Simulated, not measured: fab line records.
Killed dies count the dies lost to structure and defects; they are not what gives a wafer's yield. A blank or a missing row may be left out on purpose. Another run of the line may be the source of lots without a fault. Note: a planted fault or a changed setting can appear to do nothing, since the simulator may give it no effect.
What tool caused it? -- flow n5-finfet -- Sampling: 24 lots, 72 wafers, 2 of 1938 route steps

== WHAT THE GAUGES SHOWED, per wafer ==
N5_BEOL_M2_OVL_MEAS_12.
lot,measured,on,M2_OVL (nm)
L074,day 6 16:58,overlay-01,0.7 0.0 0.5
L075,day 6 21:02,overlay-02,0.1 -1.1 0.3
L076,day 6 23:32,overlay-02,-0.7 -0.3 -0.4
L077,day 7 04:49,overlay-02,1.2 -0.7 0.0
L078,day 7 10:40,overlay-01,-1.0 -1.6 -1.2
L079,day 7 14:56,overlay-02,-1.1 -0.1 -0.5
L080,day 8 00:08,overlay-02,0.5 0.7 1.6
L081,day 8 08:17,overlay-02,-0.1 0.9 0.1
L083,day 8 17:53,overlay-02,0.4 0.8 -0.3
L082,day 8 23:16,overlay-01,0.1 -0.7 -0.1
L084,day 8 23:19,overlay-02,-1.0 -0.1 -0.1
L085,day 9 03:28,overlay-02,1.8 1.6 1.0
L086,day 9 12:30,overlay-02,-0.1 -1.3 0.2
L087,day 9 22:30,overlay-02,-0.9 -0.1 0.4
L089,day 10 08:11,overlay-01,-0.2 0.7 -0.2
L090,day 10 22:56,overlay-02,-1.2 -0.5 -0.7
L088,day 11 01:59,overlay-01,1.7 0.6 0.6
L091,day 11 03:14,overlay-01,0.7 -0.7 0.2
L093,day 11 07:00,overlay-01,-0.6 -0.3 -0.4
L092,day 11 14:44,overlay-02,-0.7 -0.5 -0.2
L094,day 11 14:46,overlay-01,0.2 0.0 1.3
L096,day 11 18:29,overlay-02,-0.1 -0.2 -0.8
L095,day 11 20:39,overlay-01,-0.5 -1.3 0.4
L097,day 12 02:28,overlay-01,0.1 0.4 0.7

== TOOL THAT RAN EACH LOT (tool first, then ch and the chambers of the sampled wafers, then the start) ==
lot,N5_BEOL_M1_ANNEAL_95
L074,"pvd-sputter-01, day 6 14:28"
L075,"pvd-sputter-03, day 6 18:01"
L076,"pvd-sputter-02, day 6 20:33"
L077,"pvd-sputter-03, day 7 02:47"
L078,"pvd-sputter-02, day 7 06:37"
L079,"pvd-sputter-01, day 7 10:45"
L080,"pvd-sputter-03, day 7 20:59"
L081,"pvd-sputter-02, day 8 05:38"
L083,"pvd-sputter-03, day 8 15:55"
L082,"pvd-sputter-01, day 8 19:42"
L084,"pvd-sputter-02, day 8 19:56"
L085,"pvd-sputter-03, day 8 23:10"
L086,"pvd-sputter-03, day 9 07:02"
L087,"pvd-sputter-03, day 9 18:35"
L089,"pvd-sputter-02, day 10 06:07"
L090,"pvd-sputter-02, day 10 20:46"
L088,"pvd-sputter-02, day 10 22:37"
L091,"pvd-sputter-02, day 11 01:16"
L093,"pvd-sputter-03, day 11 04:58"
L092,"pvd-sputter-03, day 11 09:29"
L094,"pvd-sputter-01, day 11 12:25"
L096,"pvd-sputter-03, day 11 16:23"
L095,"pvd-sputter-01, day 11 17:09"
L097,"pvd-sputter-01, day 11 23:04"
- N5_BEOL_M1_ANNEAL_95: time 240 s.

== AS READ BY THE TOOLS THEMSELVES (means over the sampled wafers that have a number; for cases with no such wafer, the mark the record gives instead) ==
N5_BEOL_M1_ANNEAL_95.
lot,tool,heater-power-w (W)
L074,pvd-sputter-01,806
L075,pvd-sputter-03,877
L076,pvd-sputter-02,842
L077,pvd-sputter-03,815
L078,pvd-sputter-02,874
L079,pvd-sputter-01,893
L080,pvd-sputter-03,840
L081,pvd-sputter-02,846
L083,pvd-sputter-03,830
L082,pvd-sputter-01,874
L084,pvd-sputter-02,839
L085,pvd-sputter-03,872
L086,pvd-sputter-03,846
L087,pvd-sputter-03,806
L089,pvd-sputter-02,879
L090,pvd-sputter-02,858
L088,pvd-sputter-02,860
L091,pvd-sputter-02,856
L093,pvd-sputter-03,858
L092,pvd-sputter-03,828
L094,pvd-sputter-01,737
L096,pvd-sputter-03,871
L095,pvd-sputter-01,870
L097,pvd-sputter-01,784

== THE ANSWER, worked out from the rows above alone ==
Rule: the usual values come from the lots themselves. Put in order of their means at a reading, lots are off if they are a third of the lots or fewer, leave a main group of 4 or more, and stand apart from it by a gap of 3 or more times the standard deviation of the main group's means; of several such gaps the widest counts. A main group whose means are all the same, to the digits that the tables above print for the reading, isn't used. A lot without any number at a reading at which 4 lots or more have one is off too. The other lots that the step has rows for count as sound. After the gauges, taken in route order, come the tools' own readings; for these a lot's mean is taken, as printed above. The first step at which some lot is off is used, and at that step the reading that is off furthest; a lot without a number counts as furthest.
No lot is off on any of the readings shown, so nothing can be concluded from this.

== WHAT THE SIMULATOR HAD PUT IN ==
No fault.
